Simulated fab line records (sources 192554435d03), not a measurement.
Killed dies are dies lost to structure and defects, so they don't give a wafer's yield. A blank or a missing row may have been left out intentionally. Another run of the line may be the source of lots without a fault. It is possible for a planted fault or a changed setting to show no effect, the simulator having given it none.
Comparing a struck lot with a sound one ; flow n5_finfet ; 14 steps out of a route of 1938
Sound: these wafers, L952.2, L952.3, L952.4. The struck wafers were L960.2, L960.3, L960.4. The cause comes at the end.
Per side, at each step with rows, come the tool, then ch with its chambers, and then its first start. Under that, the readings that differ: sound wafers ; struck wafers ; difference of the means ; sigmas: that difference in standard deviations of wafers without a fault.
alike: readings with means less than 2 such deviations apart, plus words and numbers identical on both sides. not compared: withheld readings, readings lacking a value on some wafer, bounds such as >300 that could conceal the same value, and numbers that have no deviation in the record and whose values overlap.
A row with sigmas, a row that says differs or no value, or rows on one side alone: a step with any of these is where the two part. Numbers that have no deviation but don't overlap get no sigmas and don't part them. A reading missing from all wafers of one side parts the sides only when that side holds two or more wafers.

first, 4 steps without rows for these wafers: N5_SD_EPI_N_WET_ETCH_43 (etches SiO2 in dHF, time 14 s, target depth 1.5 nm); N5_SD_EPI_N_STRIP_18 (strips in SPM, time 750 s); N5_SD_EPI_N_SRD_20 (time 30 s); N5_SD_EPI_N_PRECLEAN_48 (cleans in NF3:NH3, afs cycles 2, time 20 s, sublimation time 60 s).
N5_SD_EPI_N_VAPOR_ETCH_50: etches Si in HCl, time 54 s.
  sound on epi_rpcvd-01 ch 0, day 3 15:15; struck on epi_rpcvd-02 ch 0, day 5 16:15
  alike: chamber_pressure_Torr, lamp_inner_pct, throttle_valve_pct
then, 1 step without rows for these wafers: N5_SD_EPI_N_EPI_21 (deposits Si:P, time 690 s).
N5_SD_EPI_N_EPI_MEAS_23:
  sound: film_metro-02 at day 3 17:44; struck: film_metro-02 at day 5 18:07
  alike: thk_nm
then, 3 steps without rows for these wafers: N5_SD_EPI_N_PRECLEAN_24 (cleans in O3/DIW, time 60 s); N5_SD_EPI_N_SRD_25 (time 30 s); N5_SD_EPI_N_PRECLEAN_49 (cleans in NF3:NH3, afs cycles 1, time 20 s, sublimation time 60 s).
N5_SD_EPI_N_LINER_46: material SiNx, target thk 3 nm.
  sound on ald_sin-03 ch 0,1,3, day 3 18:06; struck on ald_sin-04 ch 0,1,2, day 5 18:30
  alike: chamber_pressure_Torr, heater_power_outer_w, heater_power_w
N5_SD_EPI_N_INSPECT_26: inspects for defects (darkfield).
  sound: defect_inspect-02 at day 3 18:21; struck: defect_inspect-01 at day 5 18:45
  alike: raw_defect_count
N5_SD_EPI_P_COAT_34: time 60 s, resist thk 350 nm.
  sound on litho_track-04 ch 0, day 3 18:23; struck on litho_track-02 ch 0, day 5 18:47
reading;sound;struck;difference;sigmas
spin_speed_rpm (rpm);1500.0 1500.5 1499.3;1638.0 1640.0 1637.6;+138.6;+99 or more
model.SOC_of_SD_EPI_P_COAT_34.thk_nm (nm);351.6 351.4 351.6;335.6 335.8 335.4;-15.9;
then, 1 step without rows for these wafers: N5_SD_EPI_P_COAT_35 (time 60 s, resist thk 35 nm).

WHERE THEY PART
Only at N5_SD_EPI_P_COAT_34, within this record.

WHY: what had been put in by the simulator
Process parameters drifting: litho_track-02 at N5_SD_EPI_P_COAT_34, beginning at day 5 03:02. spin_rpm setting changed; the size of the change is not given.
